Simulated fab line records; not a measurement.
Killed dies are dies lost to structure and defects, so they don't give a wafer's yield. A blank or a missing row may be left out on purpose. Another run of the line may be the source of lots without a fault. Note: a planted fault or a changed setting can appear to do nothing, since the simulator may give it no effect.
fab line records	flow n5-finfet	part 1 of 2: steps 1 to 19 of 25
[record] lots = 5	wafers = 15	last-day = 17
route steps=1938 shown BEOL_M2@857
lots that met no fault: from a run of the same line without faults
start-h: the number of hours between the record's first day and the start of the first shown wafer of the lot	wait-h: hours elapsed since this lot's preceding step	" repeats the value in the row above	L1.1+2: one row covering several wafers at once	- no value present, or no start provided	* or withheld: withheld	< > ~ a bound
route shown NAME@n: names a module that has steps shown in the file, with the first one's number in the route	usual: the fault-free wafers' mean and standard deviation	same: alike in all rows	chamber/n: place in a boat	sites: per-site readings	_std_site: their standard deviation	_edge_site: inner sites' mean taken away from outer sites' mean	radius-mm: for every site, how far away it sits from the centre of the wafer	mask NAME#n: copy n	behind: the last tool/chamber to shape the wafer	hold: what put the lot on hold/how long, in hours/how the hold closed	device: which transistor (n, p or np) failed to switch	end of line: at the end of the route, the tests of the same wafers	a step with no rows: only its recipe	killed: the dies lost at the first sort to structure and to defects; this is not the yield of the wafer	map: the dies of a wafer, with x for killed, . for not killed, _ for no die there
set.NAME: the run value of the setting; set.NAME@STEP: its run value at that earlier step	model.NAME: the simulator's own value behind a step, which no gauge read
lots at some steps of the route; a table a step, a row a wafer
services: from which hour (start-h, from the record's first day; less than 0 if before it) a tool's chamber was out of use, for how many hours, and why
[[steps]]
[step N5_BEOL_M2_DESCUM_16]
[recipe] chemistry = O2	time-s = 7	source-power-w = 50	bias-power-w = 20	pressure-mtorr = 20	rf-frequency-hz = 2.712e+07	temp-c = 40	resist = CAR-EUV	o2-flow-sccm = 225
[usual] drypump-motor-current-A = 5.8/0.48	oes-product-au = 0.75/0.073	rf-fwd-power-W = 49.43/0.21	rf-vpp-V = 243.1/1.3	showerhead-plenum-p-Torr = 2.10/0.072	throttle-valve-pct = 20.58/0.29
lot.wafer	tool	chamber	start-h	wait-h	drypump-motor-current-A	oes-product-au	rf-fwd-power-W	rf-hours-counter-h	rf-vpp-V	showerhead-plenum-p-Torr	throttle-valve-pct
L076.2	rie-diel-05	2	154.31	0.2	5.9	0.71	49.20	195	243.3	2.08	20.40
L076.3	"	0	"	"	6.4	0.75	49.76	155	242.8	2.02	20.48
L076.5	"	1	"	"	4.7	0.69	49.32	-	245.0	2.18	20.97
L083.2	rie-diel-02	3	195.29	0.3	5.9	0.89	49.17	35	243.3	2.06	20.50
L083.3	"	0	"	"	5.3	0.73	49.57	198	243.6	2.08	20.83
L083.5	"	3	"	"	5.9	0.89	49.22	-	242.8	2.06	20.50
L088.2	rie-diel-01	3	223.54	0.0	5.7	0.73	49.05	188	244.5	2.07	20.46
L088.3	"	0	"	"	6.2	0.98	49.32	2	244.5	2.24	20.58
L088.6	"	3	"	"	5.7	0.73	49.37	-	242.3	2.07	20.47
L090.2	rie-diel-02	3	229.61	0.0	5.9	0.87	49.43	50	242.3	2.05	20.52
L090.4	"	3	"	"	5.9	0.88	49.61	-	243.5	2.05	20.51
L090.5	"	1	"	"	5.9	0.74	49.66	-	241.5	1.99	20.38
L096.1	rie-diel-01	1	266.27	0.1	6.5	0.87	49.18	29	243.2	2.16	19.99
L096.2	"	2	"	"	5.7	0.73	49.04	212	243.8	2.19	21.12
L096.4	"	0	"	"	6.3	0.93	49.05	18	244.4	2.24	20.62
[step N5_BEOL_M2_ETCH_74]
[recipe] chemistry = N2/H2	target = underlayer	target-depth-a = 65	mask-material = CAR-EUV	time-s = 5.2	ion-energy-ev = 200	pressure-mtorr = 30	source-w = 840	bias-w = 150	n2-flow-sccm = 200	h2-flow-sccm = 200	ends = cleared
[usual] drypump-motor-current-A = 5.8/0.48	etch-rf-on-time-s = 5.28/0.17	oes-product-au = 0.64/0.067	rf-fwd-power-W = 819.4/2.6	rf-vpp-V = 523.9/2.6	showerhead-plenum-p-Torr = 2.55/0.077	throttle-valve-pct = 18.01/0.27
lot.wafer	tool	chamber	start-h	wait-h	drypump-motor-current-A	etch-rf-on-time-s	oes-product-au	rf-fwd-power-W	rf-hours-counter-h	rf-vpp-V	showerhead-plenum-p-Torr	throttle-valve-pct
L076.2	rie-diel-05	2	154.34	0.0	5.8	5.09	0.62	821.1	195	523.6	2.50	17.60
L076.3	"	0	"	"	6.4	5.56	0.62	823.2	155	520.9	2.45	17.91
L076.5	"	1	"	"	4.8	5.40	0.58	814.5	-	525.1	2.62	18.30
L083.2	rie-diel-02	3	195.32	0.0	5.9	5.12	0.76	818.6	35	523.9	2.50	17.99
L083.3	"	0	"	"	5.3	5.10	0.63	814.4	198	522.3	2.54	18.41
L083.5	"	3	"	"	5.9	5.15	0.77	818.8	-	522.9	2.50	17.95
L088.2	rie-diel-01	3	223.57	0.0	5.7	5.26	0.63	817.3	188	522.2	2.53	17.94
L088.3	"	0	"	"	6.3	5.01	0.87	820.7	2	530.2	2.72	17.92
L088.6	"	3	"	"	5.8	5.33	0.62	817.5	-	523.6	2.53	17.94
L090.2	rie-diel-02	3	229.67	0.0	5.9	5.15	0.75	818.8	50	520.5	2.49	18.01
L090.4	"	3	"	"	5.9	5.13	0.74	817.5	-	522.0	2.49	18.01
L090.5	"	1	"	"	5.9	5.41	0.61	818.9	-	521.5	2.47	18.12
L096.1	rie-diel-01	1	266.30	0.0	6.5	5.05	0.75	818.8	29	526.3	2.62	17.46
L096.2	"	2	"	"	5.7	5.10	0.62	816.5	212	528.0	2.63	18.34
L096.4	"	0	"	"	6.3	4.97	0.82	827.4	18	529.2	2.72	17.95
[step N5_BEOL_M2_ETCH_63]
[recipe] chemistry = CF4	target = SiARC	target-depth-a = 156	mask-material = CAR-EUV	time-s = 26	ion-energy-ev = 80	pressure-mtorr = 40	source-w = 545	bias-w = 36	Ar_flow_sccm = 100	cf4-flow-sccm = 100	ends = cleared
[usual] drypump-motor-current-A = 5.8/0.48	etch-rf-on-time-s = 26.4/0.84	oes-product-au = 0.64/0.067	rf-fwd-power-W = 532.3/1.9	rf-vpp-V = 184.1/1.2	showerhead-plenum-p-Torr = 2.14/0.064	throttle-valve-pct = 15.74/0.24
lot.wafer	tool	chamber	start-h	wait-h	drypump-motor-current-A	etch-rf-on-time-s	oes-product-au	rf-fwd-power-W	rf-hours-counter-h	rf-vpp-V	showerhead-plenum-p-Torr	throttle-valve-pct
L076.2	rie-diel-05	2	154.36	0.0	5.9	25.6	0.62	533.4	195	183.3	2.12	15.66
L076.3	"	0	"	"	6.3	27.6	0.63	534.6	155	184.0	2.09	15.80
L076.5	"	1	"	"	4.8	27.3	0.58	533.0	-	185.9	2.21	15.97
L083.2	rie-diel-02	3	195.34	0.0	5.9	25.5	0.76	533.6	35	182.1	2.10	15.59
L083.3	"	0	"	"	5.2	25.4	0.62	535.0	198	184.4	2.13	15.99
L083.5	"	3	"	"	5.9	25.7	0.78	531.9	-	182.7	2.10	15.60
L088.2	rie-diel-01	3	223.59	0.0	5.8	26.4	0.63	532.1	188	183.7	2.12	15.63
L088.3	"	0	"	"	6.2	24.9	0.86	530.2	2	184.3	2.29	15.63
L088.6	"	3	"	"	5.8	26.2	0.64	530.7	-	182.6	2.12	15.62
L090.2	rie-diel-02	3	229.69	0.0	5.9	25.2	0.76	531.3	50	181.5	2.09	15.63
L090.4	"	3	"	"	5.9	25.3	0.75	532.2	-	185.3	2.09	15.61
L090.5	"	1	"	"	5.8	26.9	0.61	532.9	-	182.6	2.04	15.54
L096.1	rie-diel-01	1	266.32	0.0	6.5	25.5	0.76	531.1	29	185.5	2.17	15.01
L096.2	"	2	"	"	5.7	26.2	0.63	532.0	212	185.0	2.20	16.03
L096.4	"	0	"	"	6.3	25.0	0.81	530.9	18	184.8	2.28	15.66
[step N5_BEOL_M2_ETCH_64]
[recipe] chemistry = N2/H2	target = SOC	target-depth-a = 750	overetch-a = 225	mask-material = SiARC	temp-c = 40	time-s = 121.9	ion-energy-ev = 200	pressure-mtorr = 30	source-w = 840	bias-w = 150	n2-flow-sccm = 200	h2-flow-sccm = 200
[usual] drypump-motor-current-A = 5.8/0.48	oes-product-au = 0.57/0.054	rf-fwd-power-W = 837.1/2.3	rf-vpp-V = 524.0/2.4	showerhead-plenum-p-Torr = 2.55/0.077	throttle-valve-pct = 17.97/0.27
lot.wafer	tool	chamber	start-h	wait-h	drypump-motor-current-A	oes-product-au	rf-fwd-power-W	rf-hours-counter-h	rf-vpp-V	showerhead-plenum-p-Torr	throttle-valve-pct
L076.2	rie-diel-05	2	154.39	0.0	5.9	0.54	839.1	195	525.0	2.50	17.55
L076.3	"	0	"	"	6.4	0.58	840.0	155	519.9	2.45	17.90
L076.5	"	1	"	"	4.7	0.53	840.0	-	526.5	2.62	18.28
L083.2	rie-diel-02	3	195.37	0.0	5.9	0.67	833.1	35	522.4	2.50	17.95
L083.3	"	0	"	"	5.3	0.55	841.7	198	523.1	2.54	18.36
L083.5	"	3	"	"	5.9	0.67	833.8	-	523.3	2.50	17.94
L088.2	rie-diel-01	3	223.62	0.0	5.7	0.57	839.1	188	523.7	2.53	17.91
L088.3	"	0	"	"	6.3	0.76	838.1	2	527.7	2.72	17.87
L088.6	"	3	"	"	5.8	0.56	835.9	-	523.9	2.53	17.92
L090.2	rie-diel-02	3	229.73	0.0	5.9	0.66	838.7	50	522.9	2.49	17.99
L090.4	"	3	"	"	5.9	0.66	838.2	-	523.0	2.49	17.97
L090.5	"	1	"	"	5.9	0.56	834.8	-	522.8	2.47	18.08
L096.1	rie-diel-01	1	266.35	0.0	6.5	0.66	833.6	29	525.7	2.62	17.40
L096.2	"	2	"	"	5.7	0.56	834.9	212	525.7	2.63	18.31
L096.4	"	0	"	"	6.3	0.72	837.5	18	529.0	2.72	17.90
[step N5_BEOL_M2_STRIP_65]
[recipe] chemistry = N2/H2	temp-c = 40	n2-flow-sccm = 200	h2-flow-sccm = 200	rf-frequency-hz = 6e+07
lot.wafer	tool	chamber	start-h	wait-h
L076.2+3+5	rie-diel-05	2,0,1	154.50	0.1
L083.2+3+5	rie-diel-02	3,0,3	195.48	0.1
L088.2+3+6	rie-diel-01	3,0,3	223.73	0.1
L090.2+4+5	rie-diel-02	3,3,1	229.90	0.1
L096.1+2+4	rie-diel-01	1,2,0	266.46	0.1
[step N5_BEOL_M2_STRIP_75]
[recipe] chemistry = N2/H2	temp-c = 40	n2-flow-sccm = 200	h2-flow-sccm = 200	rf-frequency-hz = 6e+07
lot.wafer	tool	chamber	start-h	wait-h
L076.2+3+5	rie-diel-05	2,0,1	154.51	0.0
L083.2+3+5	rie-diel-02	3,0,3	195.49	0.0
L088.2+3+6	rie-diel-01	3,0,3	223.74	0.0
L090.2+4+5	rie-diel-02	3,3,1	229.92	0.0
L096.1+2+4	rie-diel-01	1,2,0	266.47	0.0
[step N5_BEOL_M2_STRIP_66]
[recipe] chemistry = CF4	resist = SiARC	power-w = 300	bias-power-w = 75	pressure-mtorr = 50	cf4-flow-sccm = 150	rf-frequency-hz = 6e+07
[usual] drypump-motor-current-A = 5.8/0.47	oes-product-au = 0.74/0.068	rf-fwd-power-W = 292.6/0.93	rf-vpp-V = 271.1/1.4	showerhead-plenum-p-Torr = 1.79/0.051	throttle-valve-pct = 13.73/0.23
lot.wafer	tool	chamber	start-h	wait-h	drypump-motor-current-A	oes-product-au	rf-fwd-power-W	rf-hours-counter-h	rf-vpp-V	showerhead-plenum-p-Torr	throttle-valve-pct
L076.2	rie-diel-05	2	154.52	0.0	5.9	0.72	292.3	195	271.8	1.77	13.68
L076.3	"	0	"	"	6.4	0.76	292.8	155	270.0	1.76	13.80
L076.5	"	1	"	"	4.8	0.70	292.7	-	272.9	1.83	13.90
L083.2	rie-diel-02	3	195.50	0.0	5.9	0.88	292.3	35	270.4	1.76	13.56
L083.3	"	0	"	"	5.3	0.71	292.9	198	271.1	1.79	13.99
L083.5	"	3	"	"	5.9	0.88	294.5	-	271.8	1.76	13.55
L088.2	rie-diel-01	3	223.75	0.0	5.8	0.74	291.0	188	271.1	1.77	13.62
L088.3	"	0	"	"	6.3	0.97	292.9	2	273.2	1.90	13.48
L088.6	"	3	"	"	5.8	0.74	290.9	-	271.3	1.77	13.62
L090.2	rie-diel-02	3	229.93	0.0	5.9	0.86	291.7	50	271.2	1.76	13.59
L090.4	"	3	"	"	5.9	0.85	293.0	-	269.7	1.76	13.59
L090.5	"	1	"	"	5.8	0.73	292.4	-	269.1	1.70	13.53
L096.1	rie-diel-01	1	266.48	0.0	6.5	0.86	291.2	29	271.5	1.81	12.97
L096.2	"	2	"	"	5.7	0.73	290.8	212	272.5	1.85	14.03
L096.4	"	0	"	"	6.3	0.93	292.7	18	273.1	1.90	13.54
[step N5_BEOL_M2_HM_OPEN_17]
[recipe] chemistry = Cl2/BCl3	target-depth-a = 200	overetch-a = 60	target = TiN	mask-material = SOC	ion-energy-ev = 150	pressure-mtorr = 10	icp-w = 1000	bias-w = 126	Cl2_flow_sccm = 53.25	bcl3-flow-sccm = 21.75	Ar_flow_sccm = 25
[usual] drypump-motor-current-A = 5.7/0.51	oes-product-au = 0.69/0.12	rf-fwd-power-W = 992/3.9	throttle-valve-pct = 22.07/0.22
lot.wafer	tool	chamber	start-h	wait-h	drypump-motor-current-A	oes-product-au	rf-fwd-power-W	rf-hours-counter-h	throttle-valve-pct
L076.2	rie-metal-01	1	154.56	0.0	4.8	0.79	995	5	21.93
L076.3	"	1	"	"	4.8	0.79	995	-	21.93
L076.5	"	0	"	"	6.0	0.62	984	-	21.85
L083.2	rie-metal-02	0	195.54	0.0	6.0	0.81	990	1	22.10
L083.3	"	0	"	"	6.0	0.81	989	-	22.12
L083.5	"	0	"	"	6.0	0.81	989	-	22.11
L088.2	rie-metal-01	1	223.79	0.0	4.8	0.76	988	11	21.95
L088.3	"	0	"	"	6.0	0.61	987	-	21.86
L088.6	"	1	"	"	4.8	0.77	993	-	21.93
L090.2	rie-metal-03	1	230.01	0.1	5.4	0.81	993	-	21.89
L090.4	"	1	"	"	5.4	0.81	991	-	21.91
L090.5	"	1	"	"	5.4	0.81	991	-	21.89
L096.1	rie-metal-02	1	266.52	0.0	6.6	0.56	993	85	21.94
L096.2	"	0	"	"	6.0	0.76	987	6	22.13
L096.4	"	0	"	"	6.0	0.76	985	-	22.15
[step N5_BEOL_M2_STRIP_19]
[recipe] chemistry = O2	power-w = 400	temp-c = 40	pressure-mtorr = 30	rf-frequency-hz = 6e+07	bias-power-w = 0	overash-fraction = 0.2	o2-flow-sccm = 225
[usual] drypump-motor-current-A = 5.7/0.42	oes-product-au = 0.75/0.07	rf-vpp-V = 3.7/0.48	showerhead-plenum-p-Torr = 2.09/0.068	throttle-valve-pct = 16.84/0.24
lot.wafer	tool	chamber	start-h	wait-h	drypump-motor-current-A	oes-product-au	rf-hours-counter-h	rf-vpp-V	showerhead-plenum-p-Torr	throttle-valve-pct
L076.2	rie-diel-01	2	154.68	0.1	5.7	0.76	166	3.6	2.21	17.20
L076.3	"	3	"	"	5.8	0.76	163	3.9	2.08	16.65
L076.5	"	0	"	"	6.3	0.68	-	4.0	1.99	17.13
L083.2	rie-diel-05	3	195.65	0.1	5.6	0.68	234	3.8	2.15	16.69
L083.3	"	2	"	"	5.8	0.70	210	3.6	2.08	16.77
L083.5	"	3	"	"	5.6	0.69	-	3.6	2.15	16.68
L088.2	rie-diel-01	1	223.90	0.1	6.5	0.91	13	4.1	2.17	16.21
L088.3	"	2	"	"	5.7	0.74	197	4.2	2.20	17.26
L088.6	"	3	"	"	5.7	0.73	-	4.0	2.07	16.70
L090.2	rie-diel-05	0	230.18	0.1	6.4	0.74	179	5.0	2.01	16.79
L090.4	"	2	"	"	5.8	0.70	220	3.6	2.07	16.79
L090.5	"	3	"	"	5.6	0.68	-	4.4	2.15	16.68
L096.1	rie-diel-02	2	267.00	0.5	5.7	0.79	122	3.9	2.11	16.79
L096.2	"	1	"	"	5.9	0.72	177	3.4	1.99	16.67
L096.4	"	2	"	"	5.7	0.78	-	4.0	2.11	16.78
[step N5_BEOL_M2_CD_MEAS_18]
[recipe] pitch-nm = 36	target-cd-nm = 18
[usual] cd-nm = 17.9/0.41
lot.wafer	tool	chamber	start-h	wait-h	cd-nm
L076.2	cd-sem-01	-	154.76	0.1	18.1
L076.3	"	-	"	"	18.6
L076.5	"	-	"	"	18.7
L083.2	cd-sem-03	-	195.72	0.1	17.8
L083.3	"	-	"	"	18.0
L083.5	"	-	"	"	17.8
L088.2	cd-sem-02	-	223.97	0.1	17.9
L088.3	"	-	"	"	18.5
L088.6	"	-	"	"	18.0
L090.2	cd-sem-03	-	230.25	0.1	17.7
L090.4	"	-	"	"	17.6
L090.5	"	-	"	"	18.1
L096.1	cd-sem-01	-	267.07	0.0	17.3
L096.2	"	-	"	"	17.0
L096.4	"	-	"	"	17.9
[step N5_BEOL_M2_COAT_67]
[recipe] resist = SOC	temp-c = 250	time-s = 60	spin-rpm = 1500	resist-thk-nm = 60
[usual] heater-power-total-W = 500.3/1.8
lot.wafer	tool	chamber	start-h	wait-h	heater-power-total-W
L076.2	litho-track-05	0	154.80	0.0	498.7
L076.3	"	0	"	"	500.1
L076.5	"	0	"	"	501.5
L083.2	litho-track-04	0	195.76	0.0	502.1
L083.3	"	0	"	"	502.2
L083.5	"	0	"	"	500.9
L088.2	litho-track-03	0	224.01	0.0	502.0
L088.3	"	0	"	"	498.1
L088.6	"	0	"	"	497.8
L090.2	litho-track-04	0	230.29	0.0	497.6
L090.4	"	0	"	"	502.7
L090.5	"	0	"	"	501.1
L096.1	litho-track-03	0	267.11	0.0	500.6
L096.2	"	0	"	"	500.0
L096.4	"	0	"	"	501.3
[step N5_BEOL_M2_COAT_68]
[recipe] resist = SiARC	temp-c = 220	time-s = 60	spin-rpm = 1500	resist-thk-nm = 12
[usual] heater-power-total-W = 427.4/2.2
lot.wafer	tool	chamber	start-h	wait-h	heater-power-total-W
L076.2	litho-track-05	0	-	-	429.3
L076.3	"	0	"	"	428.1
L076.5	"	0	"	"	424.8
L083.2	litho-track-04	0	-	-	426.7
L083.3	"	0	"	"	430.1
L083.5	"	0	"	"	425.5
L088.2	litho-track-03	0	-	-	430.4
L088.3	"	0	"	"	429.5
L088.6	"	0	"	"	425.4
L090.2	litho-track-04	0	-	-	425.8
L090.4	"	0	"	"	425.5
L090.5	"	0	"	"	428.0
L096.1	litho-track-03	0	-	-	425.2
L096.2	"	0	"	"	431.0
L096.4	"	0	"	"	427.6
[step N5_BEOL_M2_COAT_76]
[recipe] resist = underlayer	temp-c = 205	time-s = 60	spin-rpm = 1500	resist-thk-nm = 5
[usual] heater-power-total-W = 391.7/1.3
lot.wafer	tool	chamber	start-h	wait-h	heater-power-total-W
L076.2	litho-track-05	0	-	-	390.8
L076.3	"	0	"	"	391.3
L076.5	"	0	"	"	391.6
L083.2	litho-track-04	0	-	-	391.7
L083.3	"	0	"	"	393.1
L083.5	"	0	"	"	393.5
L088.2	litho-track-03	0	-	-	392.7
L088.3	"	0	"	"	390.6
L088.6	"	0	"	"	390.2
L090.2	litho-track-04	0	-	-	393.2
L090.4	"	0	"	"	391.0
L090.5	"	0	"	"	390.4
L096.1	litho-track-03	0	-	-	392.9
L096.2	"	0	"	"	390.7
L096.4	"	0	"	"	393.4
[step N5_BEOL_M2_COAT_22]
[recipe] resist = CAR-EUV	spin-rpm = 1500	resist-thk-nm = 30
lot.wafer	tool	chamber	start-h	wait-h
L076.2+3+5	litho-track-05	0	-	-
L083.2+3+5	litho-track-04	0	-	-
L088.2+3+6	litho-track-03	0	-	-
L090.2+4+5	litho-track-04	0	-	-
L096.1+2+4	litho-track-03	0	-	-
[step N5_BEOL_M2_EBR_24]
[recipe] solvent = PGMEA	ebr-width-mm = 1.5
lot.wafer	tool	chamber	start-h	wait-h
L076.2+3+5	litho-track-05	0	-	-
L083.2+3+5	litho-track-04	0	-	-
L088.2+3+6	litho-track-03	0	-	-
L090.2+4+5	litho-track-04	0	-	-
L096.1+2+4	litho-track-03	0	-	-
[step N5_BEOL_M2_SOFTBAKE_23]
[recipe] temp-c = 110	time-s = 60	resist = CAR-EUV
[usual] heater-power-total-W = 175.4/1.5
lot.wafer	tool	chamber	start-h	wait-h	heater-power-total-W
L076.2	litho-track-05	0	-	-	173.0
L076.3	"	0	"	"	174.4
L076.5	"	0	"	"	177.3
L083.2	litho-track-04	0	-	-	173.8
L083.3	"	0	"	"	175.3
L083.5	"	0	"	"	173.7
L088.2	litho-track-03	0	-	-	175.2
L088.3	"	0	"	"	176.3
L088.6	"	0	"	"	176.0
L090.2	litho-track-04	0	-	-	177.6
L090.4	"	0	"	"	177.4
L090.5	"	0	"	"	173.2
L096.1	litho-track-03	0	-	-	175.8
L096.2	"	0	"	"	175.9
L096.4	"	0	"	"	175.5
[step N5_BEOL_M2_EXPOSE_25]
[recipe] mask-id = V1	na = 0.33	source-shape = quasar	sigma-inner = 0.2	sigma-outer = 0.8	polarization = unpolarized	defocus-nm = 5	dose-mj = 63
lot.wafer	tool	chamber	start-h	wait-h	mask
L076.2+3+5	euv-scanner-02	0	154.97	-	V1#0
L083.2+3+5	euv-scanner-02	0	195.90	-	V1#0
L088.2+3+6	euv-scanner-02	0	224.28	-	V1#0
L090.2+4+5	euv-scanner-02	0	230.44	-	V1#0
L096.1+2+4	euv-scanner-02	0	267.24	-	V1#0
[step N5_BEOL_M2_PEB_26]
[recipe] peb-temp-c = 100	peb-time-s = 60	resist = CAR-EUV
[usual] heater-power-total-W = 153.9/1.1
lot.wafer	tool	chamber	start-h	wait-h	heater-power-total-W
L076.2	litho-track-04	0	155.04	0.1	155.1
L076.3	"	0	"	"	152.5
L076.5	"	0	"	"	154.5
L083.2	litho-track-03	0	195.97	0.1	152.3
L083.3	"	0	"	"	154.6
L083.5	"	0	"	"	152.8
L088.2	litho-track-04	0	224.35	0.1	154.1
L088.3	"	0	"	"	153.5
L088.6	"	0	"	"	153.5
L090.2	litho-track-03	0	230.51	0.1	152.6
L090.4	"	0	"	"	155.6
L090.5	"	0	"	"	153.1
L096.1	litho-track-03	0	267.32	0.1	154.9
L096.2	"	0	"	"	154.3
L096.4	"	0	"	"	154.5
[step N5_BEOL_M2_DEVELOP_27]
[recipe] develop-time-s = 30	developer = TMAH	resist = CAR-EUV	rinse-liquid = surfactant-rinse	dry = air-spin	dev-temp-c = 23
[same] develop-time-s = 30
lot.wafer	tool	chamber	start-h	wait-h
L076.2+3+5	litho-track-04	0	-	-
L083.2+3+5	litho-track-03	0	-	-
L088.2+3+6	litho-track-04	0	-	-
L090.2+4+5	litho-track-03	0	-	-
L096.1+2+4	litho-track-03	0	-	-
